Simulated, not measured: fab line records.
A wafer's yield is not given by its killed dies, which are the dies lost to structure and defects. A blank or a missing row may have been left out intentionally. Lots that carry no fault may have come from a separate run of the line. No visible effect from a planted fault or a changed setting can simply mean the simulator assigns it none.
2 desks looking at one fault ; flow nandHarc ; each desk has only its own numbers; what lay behind them comes last

## THE DEFECT DESK
What the inspections along the route counted, lot by lot: means of the sampled wafers that have a number. If a lot's mean is further than 4 standard deviations from the usual mean, the lot is out of limits and carries the mark OUT (the distance appears in the brackets).
Columns: A = rawDefectCount at NHARC_A_CONTACT_INSPECT_44, usual 81
lot;first seen here;A
L106;day 21 13:08;136
L107;day 22 05:55;120
L109;day 22 10:29;105
L110;day 22 20:38;66
L111;day 23 15:11;80
L117;day 26 01:27;121
L118;day 26 04:31;33
L123;day 28 03:32;60
L125;day 29 11:59;81
L126;day 29 16:26;81
L127;day 30 12:44;60
L128;day 30 12:59;97
L129;day 31 01:23;25
Result from this desk: across the 13 lots, nothing is out of limits.

## AT THE TOOL OWNER'S DESK: lithoTrack-04
The tool's own readings at NHARC_A_CONTACT_SOFTBAKE_37 (time 55 s): means of the sampled wafers that have a number, for each lot that ran on this tool. If a lot's mean is further than 4 standard deviations from the usual mean, the lot is out of limits and carries the mark OUT (the distance appears in the brackets).
Columns: A = heaterPowerTotalW at NHARC_A_CONTACT_SOFTBAKE_37, usual 188.46 W; B = plateTempC at NHARC_A_CONTACT_SOFTBAKE_37, usual 105.03 C
lot;first seen here;A;B
L107;day 22 05:00;188.47;104.91
L109;day 22 09:00;188.37;105.07
L111;day 23 14:00;188.53;105.07
L117;day 26 00:00;174.63 (-92) OUT;99.35 (-41) OUT
L118;day 26 04:00;174.76 (-91) OUT;99.30 (-41) OUT
L127;day 30 12:00;188.42;104.75
L128;day 30 12:00;188.52;105.14
This desk finds L117, L118 out of limits, L117 being first, at day 26 00:00 (heaterPowerTotalW at NHARC_A_CONTACT_SOFTBAKE_37). L107, L109, L111, L127, L128: within limits.

## ALL TOGETHER
The tool owner's desk had the chance to raise an alarm at day 26 00:00 on L117, L118.
Nothing out of limits was seen by the defect desk.
The defect desk has L117, L118 on record, within its limits.
All the named lots went through NHARC_A_CONTACT_SOFTBAKE_37 on lithoTrack-04.

## WHAT THE SIMULATOR HAD PUT IN
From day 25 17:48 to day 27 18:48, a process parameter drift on lithoTrack-04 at NHARC_A_CONTACT_SOFTBAKE_37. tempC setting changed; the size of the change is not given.
Shown lots that were struck: L117, L118.
Hours from the fault's start to each desk's first reading out of limits: the tool owner's desk, 6.
